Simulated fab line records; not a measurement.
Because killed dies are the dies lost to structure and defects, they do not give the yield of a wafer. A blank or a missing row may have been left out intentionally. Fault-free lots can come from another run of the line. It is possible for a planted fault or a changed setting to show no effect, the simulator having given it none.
Which tool is to blame? -- flow nand-harc -- 12 lots, 36 wafers sampled, at 1 step of a route of 1302

== WHAT THE GAUGES READ, wafer by wafer ==
NHARC_P_M0_INSPECT_27.
lot,measured,on,raw-defect-count
L075,day 6 15:11,defect-inspect-02,305 313 591
L077,day 7 09:29,defect-inspect-02,514 430 430
L079,day 8 13:06,defect-inspect-02,236 191 516
L081,day 9 10:24,defect-inspect-02,413 474 217
L083,day 9 16:56,defect-inspect-01,240 238 281
L085,day 10 16:49,defect-inspect-01,389 448 386
L087,day 12 04:50,defect-inspect-01,654 688 565
L088,day 12 07:22,defect-inspect-02,246 267 268
L091,day 13 04:50,defect-inspect-01,187 360 273
L093,day 14 01:38,defect-inspect-01,213 130 166
L095,day 14 20:55,defect-inspect-01,154 204 301
L097,day 15 18:58,defect-inspect-02,215 206 175

== TOOL THAT RAN EACH LOT (tool first, then ch and the chambers of the sampled wafers, then the start) ==
There is no process step in the record ahead of these readings.

== THE ANSWER, worked out from the rows above alone ==
Rule: the usual values come from the lots themselves. Put in order of their means at a reading, lots are off if they are a third of the lots or fewer, leave a main group of 4 or more, and stand apart from it by a gap of 3 or more times the standard deviation of the main group's means; of several such gaps the widest counts. A main group is skipped when, at the precision printed for the reading in the tables above, its means are all equal. Also off: a lot with no number at a reading for which 4 or more lots have one. Any other lot the step has rows for is counted as sound.
No lot is off on any of the readings shown, so nothing can be concluded from this.

== WHAT THE SIMULATOR HAD INSERTED ==
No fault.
